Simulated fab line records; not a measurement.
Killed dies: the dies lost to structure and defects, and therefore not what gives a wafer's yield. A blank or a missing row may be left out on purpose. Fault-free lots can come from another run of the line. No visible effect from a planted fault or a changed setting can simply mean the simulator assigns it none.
What tool caused it?	flow n5Finfet	Sampling: 10 lots, 30 wafers, 4 of 1938 route steps

== WHAT EACH GAUGE READ, for each wafer ==
Not one reading of a measure or inspect step in the record can be checked against a usual standard deviation.

== TOOL THAT RAN EACH LOT (tool first, then ch and the chambers of the sampled wafers, then the start) ==
lot	N5_BEOL_M9_ETCH_65	N5_BEOL_M9_ETCH_41	N5_BEOL_M9_STRIP_80	N5_BEOL_M9_CVD_78
L495	rieDiel-05 ch 0,2,3, day 9 13:16	rieDiel-05 ch 0,2,3, day 9 15:12 or earlier	rieDiel-05 ch 0,2,3, day 9 15:12 or earlier	cvdCo-02 ch 1,2, day 9 15:12
L496	rieDiel-02 ch 1,2,3, day 9 21:52	rieDiel-02 ch 1,2,3, day 9 23:33 or earlier	rieDiel-02 ch 1,2,3, day 9 23:33 or earlier	cvdCo-01 ch 0,1,2, day 9 23:33
L499	rieDiel-05 ch 0,1,3, day 10 03:13	rieDiel-05 ch 0,1,3, day 10 04:58 or earlier	rieDiel-05 ch 0,1,3, day 10 04:58 or earlier	cvdCo-02 ch 0,1, day 10 04:58
L501	rieDiel-04 ch 0,1,2, day 11 05:28	rieDiel-04 ch 0,1,2, day 11 07:11 or earlier	rieDiel-04 ch 0,1,2, day 11 07:11 or earlier	cvdCo-02 ch 1,2, day 11 07:11
L503	rieDiel-02 ch 0,1,2, day 11 15:52	rieDiel-02 ch 0,1,2, day 11 17:50 or earlier	rieDiel-02 ch 0,1,2, day 11 17:50 or earlier	cvdCo-01 ch 0,2, day 11 17:50
L507	rieDiel-05 ch 0,1, day 12 19:38	rieDiel-05 ch 0,1, day 12 21:29 or earlier	rieDiel-05 ch 0,1, day 12 21:29 or earlier	cvdCo-02 ch 0,1, day 12 21:29
L513	rieDiel-02 ch 0,3, day 14 08:05	rieDiel-02 ch 0,3, day 14 11:24 or earlier	rieDiel-02 ch 0,3, day 14 11:24 or earlier	cvdCo-02 ch 0,1, day 14 11:24
L514	rieDiel-02 ch 0,3, day 14 21:23	rieDiel-02 ch 0,3, day 15 00:03 or earlier	rieDiel-02 ch 0,3, day 15 00:03 or earlier	cvdCo-02 ch 1,2, day 15 00:03
L517	rieDiel-05 ch 1,2,3, day 15 05:04	rieDiel-05 ch 1,2,3, day 15 06:46 or earlier	rieDiel-05 ch 1,2,3, day 15 06:46 or earlier	cvdCo-01 ch 0,2, day 15 06:46
L518	rieDiel-02 ch 1,2, day 16 05:49	rieDiel-02 ch 1,2, day 16 07:17 or earlier	rieDiel-02 ch 1,2, day 16 07:17 or earlier	cvdCo-01 ch 0,1, day 16 07:17
- N5_BEOL_M9_ETCH_65: etches SiARC in CF4, target depth 15.6 nm, time 26 s.
- N5_BEOL_M9_ETCH_41: etches SiCN in CH3F/O2, target depth 36.6 nm, time 70.1 s.
- N5_BEOL_M9_STRIP_80: strips in N2/H2, time 10 s.
- N5_BEOL_M9_CVD_78: deposits Co from CCTBA/H2, target thk 2 nm, time 138.9 s.

== WHAT THE TOOLS THEMSELVES READ (means of the sampled wafers that have a number; where no wafer has one, the mark that the record gives instead) ==
N5_BEOL_M9_ETCH_65.
lot	tool	drypumpMotorCurrentA (A)	etchRfOnTimeS (s)	oesProductAu (a.u.)	rfVppV (V)	showerheadPlenumPTorr (Torr)	throttleValvePct (%)
L495	rieDiel-05	6.1	26.0	0.68	183.4	2.12	15.55
L496	rieDiel-02	6.5	26.8	0.70	183.5	2.14	15.69
L499	rieDiel-05	5.8	26.2	0.64	184.1	2.11	15.55
L501	rieDiel-04	5.5	26.0	0.73	184.4	2.19	15.51
L503	rieDiel-02	6.0	26.1	0.75	184.2	2.18	15.58
L507	rieDiel-05	5.5	25.7	0.63	183.3	2.10	15.59
L513	rieDiel-02	6.0	26.3	0.67	184.5	2.17	15.62
L514	rieDiel-02	5.5	25.5	0.74	184.9	2.21	15.48
L517	rieDiel-05	6.1	26.2	0.66	182.9	2.07	15.61
L518	rieDiel-02	6.5	26.8	0.66	183.5	2.13	15.85

N5_BEOL_M9_ETCH_41.
lot	tool	drypumpMotorCurrentA (A)	oesProductAu (a.u.)	rfVppV (V)	showerheadPlenumPTorr (Torr)	throttleValvePct (%)
L495	rieDiel-05	6.1	0.79	297.1	1.98	16.23
L496	rieDiel-02	6.4	0.83	297.6	1.99	16.41
L499	rieDiel-05	5.8	0.74	296.7	1.97	16.23
L501	rieDiel-04	5.5	0.87	297.8	2.05	16.23
L503	rieDiel-02	6.0	0.88	298.3	2.03	16.25
L507	rieDiel-05	5.6	0.72	296.9	1.96	16.29
L513	rieDiel-02	6.0	0.79	297.3	2.02	16.32
L514	rieDiel-02	5.5	0.85	298.8	2.06	16.14
L517	rieDiel-05	6.1	0.76	295.2	1.92	16.29
L518	rieDiel-02	6.5	0.79	297.8	1.99	16.55

N5_BEOL_M9_STRIP_80.
lot	tool	drypumpMotorCurrentA (A)	n2FlowSccm (sccm)	oesProductAu (a.u.)	rfVppV (V)	showerheadPlenumPTorr (Torr)	throttleValvePct (%)
L495	rieDiel-05	6.1	200.1	0.79	59.2	2.52	23.69
L496	rieDiel-02	6.5	199.9	0.84	59.1	2.53	23.82
L499	rieDiel-05	5.8	199.4	0.75	59.2	2.50	23.73
L501	rieDiel-04	5.5	199.6	0.86	59.5	2.60	23.74
L503	rieDiel-02	6.0	199.9	0.89	58.9	2.58	23.75
L507	rieDiel-05	5.5	200.2	0.73	58.4	2.49	23.68
L513	rieDiel-02	6.0	200.3	0.80	59.2	2.57	23.55
L514	rieDiel-02	5.5	200.1	0.87	59.4	2.63	23.48
L517	rieDiel-05	6.1	199.9	0.77	59.1	2.44	23.59
L518	rieDiel-02	6.5	199.8	0.80	59.4	2.52	23.98

N5_BEOL_M9_CVD_78.
lot	tool	runLengthS (s)
L495	cvdCo-02	161.5
L496	cvdCo-01	161.4
L499	cvdCo-02	161.9
L501	cvdCo-02	161.2
L503	cvdCo-01	161.8
L507	cvdCo-02	162.2
L513	cvdCo-02	163.0
L514	cvdCo-02	161.7
L517	cvdCo-01	162.1
L518	cvdCo-01	161.2

== THE ANSWER, worked out from the rows above alone ==
Rule: usual is defined by the lots themselves. Put in order of their means at a reading, lots are off if they are a third of the lots or fewer, leave a main group of 4 or more, and stand apart from it by a gap of 3 or more times the standard deviation of the main group's means; of several such gaps the widest counts. Not used: any main group whose means are identical at the precision the tables above print for the reading. Also off: a lot with no number at a reading for which 4 or more lots have one. All remaining lots with rows at the step are treated as sound. The gauges are gone through in route order, then the tools' own readings, and for those a lot's mean is taken as printed above. At the first step where some lot is off, the reading lying furthest off is the one used; lots without a number count as furthest.
Across all readings shown, no lot is off: no conclusion can be drawn from this.

== WHAT HAD BEEN PUT IN BY THE SIMULATOR ==
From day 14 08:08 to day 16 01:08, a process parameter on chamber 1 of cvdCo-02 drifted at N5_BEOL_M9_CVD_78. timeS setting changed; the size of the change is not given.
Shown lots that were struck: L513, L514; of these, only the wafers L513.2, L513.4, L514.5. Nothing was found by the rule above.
